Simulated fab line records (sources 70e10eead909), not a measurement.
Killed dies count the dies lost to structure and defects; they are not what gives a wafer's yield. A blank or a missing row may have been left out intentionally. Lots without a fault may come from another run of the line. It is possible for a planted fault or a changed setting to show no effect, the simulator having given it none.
The tool behind it: which one? ; flow nand harc ; 12 lots with 36 wafers sampled at 6 steps, on a route of 1302 steps

== WHAT THE GAUGES READ, wafer by wafer ==
NHARC_A_M1_CD_MEAS_09: target cd 120 nm. Usual: cd nm reads 120.2 nm (standard deviation 0.74).
lot;measured;on;cd nm (nm);flag
L461;day 23 00:38;cd sem-03;120.2 119.8 119.6;
L463;day 23 16:09;cd sem-03;120.9 120.2 120.2;
L462;day 23 21:31;cd sem-02;120.9 119.9 120.1;
L464;day 23 22:05;cd sem-02;120.6 120.7 121.3;
L468;day 25 22:59;cd sem-03;119.3 120.8 120.5;
L470;day 26 14:25;cd sem-01;119.9 120.1 119.4;
L471;day 27 07:29;cd sem-01;120.5 120.9 120.0;
L474;day 28 00:29;cd sem-03;120.0 120.8 120.5;
L472;day 28 03:15;cd sem-03;120.7 119.0 119.4;
L473;day 28 09:30;cd sem-03;120.2 119.9 120.6;
L476;day 29 17:16;cd sem-01;120.1 119.9 120.5;
L484;day 31 10:22;cd sem-03;119.5 120.3 120.7;

NHARC_A_M1_INSPECT_27. Usual: raw defect count reads 556 (standard deviation 130).
lot;measured;on;raw defect count;flag
L461;day 23 03:27;defect inspect-01;725 504 677;
L463;day 23 19:09;defect inspect-01;453 429 479;
L462;day 24 00:16;defect inspect-01;397 370 359;
L464;day 24 00:50;defect inspect-02;990 638 616;
L468;day 26 01:46;defect inspect-01;615 1045 641;
L470;day 26 17:10;defect inspect-01;444 381 379;
L471;day 27 10:14;defect inspect-01;501 527 540;
L474;day 28 03:15;defect inspect-01;515 492 459;
L472;day 28 06:04;defect inspect-01;717 524 473;
L473;day 28 12:15;defect inspect-02;479 415 346;
L476;day 29 20:05;defect inspect-01;641 515 747;
L484;day 31 13:07;defect inspect-02;816 4943 555;OFF

NHARC_END_SORT_01. Usual: value, then standard deviation, for each; defect limited yield 91.0 % / 2.8; killed at array 56 / 19; killed at other 0.6 / 1; killed at periphery 3.9 / 2.7; killed dies 61 / 19; killed open 3.3 / 1.9; killed short 2.4 / 1.7.
lot;measured;on;defect limited yield (%);killed at array;killed at other;killed at periphery;killed dies;killed open;killed short;flag
L463;day 25 04:16;prober-02;84.8 86.6 85.8;97 86 93;4 0 0;2 5 3;103 91 96;5 3 4;4 1 4;
L468;day 27 14:01;prober-01;93.1 92.5 92.6;45 47 45;0 0 1;2 4 4;47 51 50;2 2 1;2 2 4;
L470;day 28 06:38;prober-01;94.8 96.0 94.5;33 25 32;0 0 3;2 2 2;35 27 37;4 3 4;3 1 1;
L472;day 29 12:00;prober-01;93.8 94.1 93.5;38 36 41;0 0 0;4 4 3;42 40 44;2 6 5;0 3 2;
L473;day 29 20:11;prober-01;90.7 90.3 90.5;57 61 59;2 0 2;4 5 3;63 66 64;5 3 3;3 1 1;
L476;day 31 05:36;prober-02;87.4 88.6 89.1;74 72 72;2 2 0;9 3 2;85 77 74;4 7 4;3 2 6;
L484;day 33 04:50;prober-02;88.9 0 87.0;69 677 79;0 0 0;6 0 9;75 677 88;2 2 3;7 6 1;OFF

== EACH LOT AND THE TOOL THAT RAN IT (in order: tool; ch and the chambers of the sampled wafers; start) ==
lot;NHARC_A_M1_DEGAS_29;NHARC_A_M1_CMP_23;NHARC_A_BONDPAD_CMP_29
L461;pvd sputter-01, day 23 01:53;cmp-03 ch 0,2, day 23 02:59;cmp-03 ch 0,3, day 23 04:34
L463;pvd sputter-01, day 23 17:22;cmp-02 ch 0,1,2, day 23 18:41;cmp-04 ch 1,3, day 23 20:16
L462;pvd sputter-02, day 23 22:43;cmp-02 ch 0,1, day 23 23:47;cmp-01 ch 0,1,3, day 24 01:25
L464;pvd sputter-01, day 23 23:17;cmp-03 ch 0,1,2, day 24 00:23;cmp-03 ch 1,2, day 24 01:56
L468;pvd sputter-01, day 26 00:12;cmp-04 ch 0,1, day 26 01:17;cmp-03 ch 0,1, day 26 04:15
L470;pvd sputter-01, day 26 15:38;cmp-02 ch 0,1,2, day 26 16:44;cmp-03 ch 2,3, day 26 18:19
L471;pvd sputter-03, day 27 08:41;cmp-02 ch 2,3, day 27 09:46;cmp-01 ch 0,2, day 27 11:41
L474;pvd sputter-03, day 28 01:42;cmp-04 ch 0,1,2, day 28 02:47;cmp-04 ch 0,2,3, day 28 04:22
L472;pvd sputter-03, day 28 04:28;cmp-03 ch 1,2,3, day 28 05:40;cmp-03 ch 0,2, day 28 07:32
L473;pvd sputter-03, day 28 10:42;cmp-02 ch 0,1,2, day 28 11:49;cmp-01 ch 0,2,3, day 28 13:21
L476;pvd sputter-02, day 29 18:32;cmp-04 ch 0,2, day 29 19:39;cmp-03 ch 0,2,3, day 29 21:23
L484;pvd sputter-02, day 31 11:34;cmp-03 ch 0,1,3, day 31 12:41;cmp-04 ch 2,3, day 31 14:19
- NHARC_A_M1_DEGAS_29: time 60 s.
- NHARC_A_M1_CMP_23: polishes, t overpolish 20 s, target thk 154.34 nm.
- NHARC_A_BONDPAD_CMP_29: polishes SiCN, target thk 200 nm.

== WHAT THE TOOLS THEMSELVES READ (means of the sampled wafers that have a number; where no wafer has one, the mark that the record gives instead) ==
NHARC_A_M1_DEGAS_29. Usual: heater power w reads 346 W (standard deviation 38).
lot;tool;heater power w (W);flag
L461;pvd sputter-01;323;
L463;pvd sputter-01;361;
L462;pvd sputter-02;387;
L464;pvd sputter-01;328;
L468;pvd sputter-01;339;
L470;pvd sputter-01;334;
L471;pvd sputter-03;342;
L474;pvd sputter-03;379;
L472;pvd sputter-03;374;
L473;pvd sputter-03;350;
L476;pvd sputter-02;364;
L484;pvd sputter-02;364;

NHARC_A_M1_CMP_23. Usual: edge zone pressure frac 1.000, standard deviation 0.0053; motor current A 11.8 A, standard deviation 1.1; slurry filter dp kPa 13.50 kPa, standard deviation 0.13; time to endpoint s 27 s, standard deviation 3.2.
lot;tool;edge zone pressure frac;motor current A (A);slurry filter dp kPa (kPa);time to endpoint s (s);flag
L461;cmp-03;1.005;12.0;13.42;33;
L463;cmp-02;1.002;12.0;13.39;25;
L462;cmp-02;0.999;11.7;13.40;26;
L464;cmp-03;0.997;11.4;13.66;32;
L468;cmp-04;1.002;12.3;13.53;33;
L470;cmp-02;1.000;12.0;13.42;27;
L471;cmp-02;1.001;12.2;13.52;29;
L474;cmp-04;1.009;13.2;13.55;27;
L472;cmp-03;1.002;11.0;13.54;29;
L473;cmp-02;0.999;12.0;13.48;28;
L476;cmp-04;1.003;13.7;13.49;24;
L484;cmp-03;0.993;11.2;13.28;29;

NHARC_A_BONDPAD_CMP_29. Usual: edge zone pressure frac 1.001, standard deviation 0.0048; motor current A 11.6 A, standard deviation 0.99; slurry filter dp kPa 13.49 kPa, standard deviation 0.15.
lot;tool;edge zone pressure frac;motor current A (A);slurry filter dp kPa (kPa);flag
L461;cmp-03;1.005;11.8;13.43;
L463;cmp-04;1.002;11.7;13.50;
L462;cmp-01;0.996;10.8;13.51;
L464;cmp-03;1.001;11.0;13.46;
L468;cmp-03;1.000;11.2;13.44;
L470;cmp-03;1.002;11.9;13.57;
L471;cmp-01;1.000;11.3;13.50;
L474;cmp-04;1.004;12.8;13.46;
L472;cmp-03;1.004;11.9;13.45;
L473;cmp-01;1.005;11.6;13.41;
L476;cmp-03;0.998;11.9;13.48;
L484;cmp-04;0.999;12.6;13.59;

== THE ANSWER, worked out from the rows above alone ==
Rule: a lot counts as off when the mean over its wafers that have a number is more than 3 standard deviations away from the usual mean. A lot without any number at a reading at which 4 lots or more have one is off too. The other lots that the step has rows for count as sound. Order of review: gauges by route order, followed by the tools' own readings, for which a lot's mean as printed above is used. At the first step where some lot is off, the reading lying furthest off is the one used; lots without a number count as furthest.
Off, at NHARC_A_M1_INSPECT_27 on raw defect count: L484.
A tool fits if, at a process step before that reading, it ran every lot that is off, and no sound lot after the first of them. Not tried: the gauges at NHARC_A_M1_INSPECT_27; whatever is off there is also off at NHARC_END_SORT_01, on other tools, and gauge error can't account for it. This does not decide it: 2 tools fit, namely pvd sputter-02 at NHARC_A_M1_DEGAS_29 and cmp-03 at NHARC_A_M1_CMP_23.

== WHAT WAS PUT IN BY THE SIMULATOR ==
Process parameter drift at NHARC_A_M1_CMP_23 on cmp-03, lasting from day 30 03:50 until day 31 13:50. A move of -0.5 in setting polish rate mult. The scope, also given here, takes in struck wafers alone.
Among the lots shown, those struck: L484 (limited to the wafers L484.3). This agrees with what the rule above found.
